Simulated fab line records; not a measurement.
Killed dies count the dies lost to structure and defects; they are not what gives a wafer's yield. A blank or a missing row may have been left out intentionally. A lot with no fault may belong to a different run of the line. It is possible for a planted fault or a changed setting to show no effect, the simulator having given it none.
Chamber matching | flow n5-finfet | rie-diel-05 running N5_BEOL_M10_STRIP_67: 4 sister chambers
The step strips in CF4. 22 wafers are shown with their chamber, then 11 later ones without.

EACH WAFER AND ITS CHAMBER
wafer  | chamber | showerhead-plenum-p-Torr (Torr) | drypump-motor-current-A (A) | throttle-valve-pct (%)
L077.1 | 0       | 1.70                            | 6.4                         | 13.62
L077.5 | 2       | 1.91                            | 5.2                         | 13.27
L077.6 | 1       | 1.82                            | 5.2                         | 13.45
L078.1 | 2       | 1.91                            | 5.2                         | 13.25
L078.3 | 0       | 1.70                            | 6.4                         | 13.64
L078.6 | 2       | 1.91                            | 5.2                         | 13.25
L079.3 | 1       | 1.82                            | 5.1                         | 13.46
L079.4 | 0       | 1.70                            | 6.4                         | 13.63
L079.6 | 2       | 1.91                            | 5.2                         | 13.26
L081.2 | 0       | 1.70                            | 6.5                         | 13.63
L081.4 | 3       | 1.84                            | 5.5                         | 13.49
L081.5 | 3       | 1.84                            | 5.6                         | 13.50
L080.3 | 3       | 1.84                            | 5.5                         | 13.48
L080.4 | 1       | 1.82                            | 5.2                         | 13.46
L080.5 | 2       | 1.91                            | 5.2                         | 13.27
L085.3 | 2       | 1.90                            | 5.2                         | 13.27
L085.4 | 0       | 1.70                            | 6.4                         | 13.64
L085.5 | 1       | 1.82                            | 5.2                         | 13.47
L084.1 | 2       | 1.90                            | 5.2                         | 13.28
L084.2 | 3       | 1.84                            | 5.5                         | 13.53
L084.3 | 1       | 1.81                            | 5.1                         | 13.48
L084.4 | 0       | 1.70                            | 6.4                         | 13.66

SIGNATURES (means of the wafers above)
reading                  | chamber 0 | chamber 1 | chamber 2 | chamber 3 | scatter within a chamber
showerhead-plenum-p-Torr | 1.7000    | 1.8180    | 1.9071    | 1.8400    | 0.00352
drypump-motor-current-A  | 6.417     | 5.160     | 5.200     | 5.525     | 0.0393
throttle-valve-pct       | 13.6367   | 13.4640   | 13.2643   | 13.5000   | 0.0142
Rule: distance of a wafer from a chamber = root of the sum over the readings of ((wafer's reading minus chamber's mean) / reading's scatter) squared. If the next closest chamber is less than 2 further off than the closest, the wafer can't be placed; otherwise it belongs to the closest. The scatter: the root of (the sum of the squares of (reading less its chamber's mean) over the shown wafers, divided by (wafers less chambers)).

WAFERS WHOSE CHAMBER IS MISSING
wafer  | showerhead-plenum-p-Torr (Torr) | drypump-motor-current-A (A) | throttle-valve-pct (%)
L084.5 | 1.81                            | 5.1                         | 13.47
L084.6 | 1.70                            | 6.4                         | 13.66
L087.1 | 1.84                            | 5.5                         | 13.52
L087.2 | 1.81                            | 5.1                         | 13.50
L087.3 | 1.90                            | 5.2                         | 13.28
L094.2 | 1.69                            | 6.4                         | 13.70
L094.3 | 1.90                            | 5.2                         | 13.34
L094.6 | 1.69                            | 6.4                         | 13.71
L095.2 | 1.81                            | 5.2                         | 13.58
L095.3 | 1.89                            | 5.2                         | 13.34
L095.4 | 1.69                            | 6.4                         | 13.71

WHICH CHAMBER EACH ONE RAN IN
wafer  | from the rows above | in truth
L084.5 | 1                   | 1
L084.6 | 0                   | 0
L087.1 | 3                   | 3
L087.2 | 1                   | 1
L087.3 | 2                   | 2
L094.2 | 0                   | 0
L094.3 | 2                   | 2
L094.6 | 0                   | 0
L095.2 | 1                   | 1
L095.3 | 2                   | 2
L095.4 | 0                   | 0
Correctly placed: 11 of 11. Can't be placed from these rows: 0. Wrongly placed: 0.
